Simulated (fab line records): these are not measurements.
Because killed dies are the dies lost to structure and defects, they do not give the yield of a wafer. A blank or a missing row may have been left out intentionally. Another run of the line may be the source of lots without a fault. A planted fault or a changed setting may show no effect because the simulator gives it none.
Matching of chambers | flow n5 finfet | N5_BEOL_M0_ALD_136 on ald metal-02: 4 sister chambers
The step deposits TaN, pulse time 2 s, purge time 3 s, co reactant purge time 2 s. 8 wafers are shown with their chamber, then 9 later ones without.

## EACH WAFER AND ITS CHAMBER
wafer  | chamber | heater power w (W) | precursor vessel pressure torr (Torr)
L076.5 | 1       | 442                | 26.25
L077.5 | 2       | 445                | 26.27
L080.5 | 2       | 449                | 26.25
L081.1 | 1       | 446                | 26.28
L083.5 | 0       | 405                | 26.32
L086.3 | 0       | 402                | 26.22
L086.4 | 3       | 458                | 26.35
L086.5 | 3       | 466                | 26.23

## WAFERS WITHOUT THEIR CHAMBER
wafer  | heater power w (W) | precursor vessel pressure torr (Torr)
L088.2 | 418                | 26.26
L088.3 | 437                | 26.23
L088.5 | 446                | 26.28
L091.3 | 466                | 26.20
L091.4 | 399                | 26.20
L091.6 | 462                | 26.20
L092.4 | 455                | 26.31
L092.5 | 441                | 26.28
L092.6 | 441                | 26.19

## EACH ONE'S CHAMBER
wafer  | from the rows above          | in truth
L088.2 | 0                            | 0
L088.3 | can't be placed: 1 or 2      | 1
L088.5 | can't be placed: 2 or 1      | 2
L091.3 | 3                            | 3
L091.4 | 0                            | 0
L091.6 | 3                            | 3
L092.4 | can't be placed: 3 or 2 or 1 | 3
L092.5 | can't be placed: 1 or 2      | 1
L092.6 | can't be placed: 1 or 2      | 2
Correct placement for 4 of the 9. Can't be placed from these rows: 5 (the true chamber is among the candidates in 5). Placed wrongly: 0.
How it was worked out, from the rows above alone: a wafer's distance from a chamber is the root of the sum, over the readings, of the square of ((its reading less the chamber's mean) divided by the reading's scatter). The wafer belongs to the nearest chamber; if the next one is less than 2 further off, it can't be placed. A chamber's mean is the mean of its shown wafers. The scatter: take each reading less its chamber's mean, square it, sum over the shown wafers, divide by the number of wafers less the number of chambers, and take the root.
